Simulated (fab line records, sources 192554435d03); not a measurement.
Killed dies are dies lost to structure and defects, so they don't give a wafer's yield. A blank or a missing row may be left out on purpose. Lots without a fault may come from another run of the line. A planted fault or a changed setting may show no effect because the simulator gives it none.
Chamber matching | flow n5_finfet | N5_BEOL_M3_ETCH_74 on rie_diel-04: 4 sister chambers
The step etches underlayer in N2/H2, target depth 6.5 nm, time 5.2 s. 4 wafers are shown with their chamber, then 7 later ones without.

WAFERS WITH THEIR CHAMBER
wafer  | chamber | showerhead_plenum_p_Torr (Torr)
L590.5 | 1       | 2.60
L600.1 | 3       | 2.60
L603.2 | 0       | 2.61
L603.3 | 2       | 2.48

WAFERS WITHOUT THEIR CHAMBER
wafer  | showerhead_plenum_p_Torr (Torr)
L603.4 | 2.60
L605.2 | 2.48
L605.4 | 2.61
L605.5 | 2.60
L604.1 | 2.61
L604.2 | 2.59
L604.4 | 2.48

WHICH CHAMBER EACH WENT THROUGH
wafer  | from the rows above     | in truth
L603.4 | can't be placed: 1 or 3 | 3
L605.2 | 2                       | 2
L605.4 | 0                       | 0
L605.5 | can't be placed: 1 or 3 | 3
L604.1 | 0                       | 0
L604.2 | can't be placed: 1 or 3 | 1
L604.4 | 2                       | 2
Placed correctly: 4 of 7. Can't be placed from these rows: 3 (the true chamber is among the candidates in 3). Placed wrongly: 0.
How it was worked out, from the rows above alone: a wafer's distance from a chamber is the root of the sum, over the readings, of the square of ((its reading less the chamber's mean) divided by the reading's scatter). The wafer belongs to the nearest chamber; if the next one is less than 2 further off, it can't be placed. A chamber's mean is the mean of its shown wafers. The scatter: with one shown wafer a chamber, the root of the mean of the squares of how far each hidden wafer lies from its nearest shown one.
